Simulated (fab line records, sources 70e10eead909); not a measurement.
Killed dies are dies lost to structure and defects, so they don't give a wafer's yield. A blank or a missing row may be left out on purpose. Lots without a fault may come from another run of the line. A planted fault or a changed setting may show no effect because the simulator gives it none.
Chamber matching | flow nand_harc | NHARC_P_M0_DEP_32 on pecvd-04: 3 sister chambers
The step deposits SiCN, target thk 30 nm. 6 wafers are shown with their chamber, then 7 later ones without.

WAFERS WITH THEIR CHAMBER
wafer  | chamber | heater_power_w (W)
L981.1 | 0       | 608
L981.5 | 2       | 582
L992.1 | 0       | 700
L992.4 | 1       | 620
L993.3 | 1       | 598
L993.4 | 2       | 539

WAFERS WITHOUT THEIR CHAMBER
wafer  | heater_power_w (W)
L993.6 | 657
L994.1 | 557
L994.2 | 576
L994.4 | 714
L996.2 | 745
L996.3 | 530
L996.4 | 743

WHICH CHAMBER EACH WENT THROUGH
wafer  | from the rows above          | in truth
L993.6 | can't be placed: 0 or 1      | 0
L994.1 | can't be placed: 2 or 1      | 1
L994.2 | can't be placed: 2 or 1 or 0 | 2
L994.4 | can't be placed: 0 or 1      | 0
L996.2 | can't be placed: 0 or 1      | 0
L996.3 | can't be placed: 2 or 1      | 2
L996.4 | can't be placed: 0 or 1      | 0
Placed correctly: 0 of 7. Can't be placed from these rows: 7 (the true chamber is among the candidates in 7). Placed wrongly: 0.
How it was worked out, from the rows above alone: a wafer's distance from a chamber is the root of the sum, over the readings, of the square of ((its reading less the chamber's mean) divided by the reading's scatter). The wafer belongs to the nearest chamber; if the next one is less than 2 further off, it can't be placed. A chamber's mean is the mean of its shown wafers. The scatter: the root of (the sum of the squares of (reading less its chamber's mean) over the shown wafers, divided by (wafers less chambers)).
